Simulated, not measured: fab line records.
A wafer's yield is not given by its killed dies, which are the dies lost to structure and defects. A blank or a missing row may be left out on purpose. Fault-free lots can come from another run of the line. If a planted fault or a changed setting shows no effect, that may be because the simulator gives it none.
A lot that was struck, set against a sound lot    flow nandHarc    22 out of 1302 route steps
Sound: the wafers L644.2, L644.4, L644.6. Wafers struck: L653.2, L653.3, L653.6. At the end, the cause is stated.
For every step that has rows: the tool of each side, followed by ch and its chambers, followed by its first start. Under that, the readings that differ: sound wafers    struck wafers    difference of the means    sigmas: that difference in standard deviations of wafers without a fault.
alike: readings whose means differ by less than 2 such deviations, and words and numbers that are the same on both sides. not compared: withheld readings, readings that some wafer has no value for, bounds like >300 that may hide the same value, and numbers for which the record gives no deviation and whose values overlap.
A row with sigmas, a row that says differs or no value, or rows on one side alone: a step with any of these is where the two part. Non-overlapping numbers with no deviation appear without sigmas and do not part them. A reading missing from all wafers of one side parts the sides only when that side holds two or more wafers.

NHARC_A_BLC_CVD_24: deposits W, target thk 150 nm, time 434 s.
  sound: cvdW-02 ch 0,1; struck: cvdW-01 ch 0,1
  alike: heaterPowerW, susceptorTempC, throttleValvePct
NHARC_A_BLC_CMP_25: polishes, t overpolish 30 s, target thk 150 nm.
  sound on cmp-03 ch 0,1,2, day 22 18:16; struck on cmp-03 ch 0,2, day 26 11:02
  alike: motorCurrentA, overpolishRunS, timeToEndpointS
then, 1 step without rows for these wafers: NHARC_A_BLC_SRD_27.
NHARC_A_BLC_INSPECT_28:
  sound on defectInspect-02 at day 22 18:40; struck on defectInspect-02 at day 26 11:25
  alike: rawDefectCount
then, 7 steps without rows for these wafers: NHARC_A_M0_DEP_00 (deposits SiOC, target thk 150 nm); NHARC_A_M0_DEHYDRATE_01 (time 120 s); NHARC_A_M0_HMDS_02 (time 30 s); NHARC_A_M0_COAT_33 (time 65 s); NHARC_A_M0_COAT_03 (resist thk 90 nm); NHARC_A_M0_SOFTBAKE_04 (time 55 s); NHARC_A_M0_EBR_05.
NHARC_A_M0_EXPOSE_06: exposes mask A M0, target cd 80 nm.
  sound on arfiScanner-02 ch 0, day 22 19:19; struck on arfiScanner-03 ch 0, day 26 12:03
reading            sound              struck             difference  sigmas
exposureDoseMJCm2  83.20 83.09 83.21  76.75 76.74 76.80  -6.40       -77
  alike: mask
then, 2 steps without rows for these wafers: NHARC_A_M0_PEB_07 (peb time 65 s); NHARC_A_M0_DEVELOP_08 (develop time 35 s).
NHARC_A_M0_CD_MEAS_09 targets a cd of 80 nm.
  sound on cdSem-02 ch 0, day 22 19:27; struck on cdSem-03 ch 0
reading    sound           struck          difference  sigmas
cdNm (nm)  79.1 79.8 78.7  73.6 74.4 73.3  -5.4        -8
  not compared: hold
NHARC_A_M0_OVL_MEAS_10: pitch 160 nm.
  sound on overlay-01 at day 22 19:33; struck on overlay-01 at day 26 19:02
reading  sound  struck                                                                   difference                    sigmas
hold     - - -  awaitDispo/6.6h/release awaitDispo/6.6h/release awaitDispo/6.6h/release  no value on the sound wafers  
  alike: overlayXNm, overlayYNm
NHARC_A_M0_INSPECT_11:
  sound on defectInspect-01 at day 22 19:35; struck on defectInspect-02 at day 26 19:04
  alike: rawDefectCount
NHARC_A_M0_DESCUM_14: chemistry O2, time 3 s.
  sound on rieDiel-11 ch 1,3, day 22 19:39; struck on rieDiel-05 ch 0,3, day 26 19:08
reading               sound             struck          difference  sigmas
model.A_M0.cdNm (nm)  79.5 80.36 79.29  73.95 75 73.38  -5.61       
  alike: chamberPressureMTorr, drypumpMotorCurrentA, oesProductAu, rfVppV, showerheadPlenumPTorr, throttleValvePct
  not compared: rfHoursCounterH
NHARC_A_M0_ETCH_34: etches the open film in N2/H2, target depth 40 nm, overetch 12 nm, time 43.94 s.
  sound on rieDiel-11 ch 0,1, day 22 19:44; struck on rieDiel-05 ch 0,1, day 26 19:13
  alike: chamberPressureMTorr, drypumpMotorCurrentA, oesProductAu, rfVppV, showerheadPlenumPTorr, throttleValvePct
  not compared: rfHoursCounterH
NHARC_A_M0_ETCH_15: etches the open film in C4F8/Ar, target depth 150 nm, overetch 15 nm, time 82.5 s.
  sound: rieDiel-11 ch 0,2; struck: rieDiel-05 ch 0,1,2
reading               sound             struck             difference  sigmas
model.A_M0.cdNm (nm)  79.3 80.39 79.16  73.58 75.25 73.66  -5.45       
  alike: chamberPressureMTorr, oesProductAu, rfVppV
  not compared: rfHoursCounterH
NHARC_A_M0_CD_MEAS_16:
  sound on cdSem-02 at day 22 19:57; struck on cdSem-01 at day 26 19:37
reading    sound           struck          difference  sigmas
cdNm (nm)  79.4 80.3 79.4  73.6 75.2 73.8  -5.5        -6
  not compared: hold
NHARC_END_SORT_01:
  sound on prober-01 ch 0, day 24 11:41; struck on prober-02 ch 0, day 28 12:38
  alike: defectLimitedYield, killedAtArray, killedAtOther, killedAtPeriphery, killedDies, killedOpen, killedShort, sort_bin_2_pct, sort_bin_3_pct, sort_bin_4_pct, sortNPass, sortRimYieldPct, sortYieldPct

== WHERE THEY PART ==
Earliest at NHARC_A_M0_EXPOSE_06; latest, in this record, at NHARC_A_M0_CD_MEAS_16. Later steps at which nothing parts them and some readings are alike: NHARC_END_SORT_01.

WHY: the cause the simulator had injected
Drift in process parameters on arfiScanner-03 at NHARC_A_M0_EXPOSE_06, starting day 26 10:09. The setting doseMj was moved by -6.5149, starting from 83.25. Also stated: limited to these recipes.
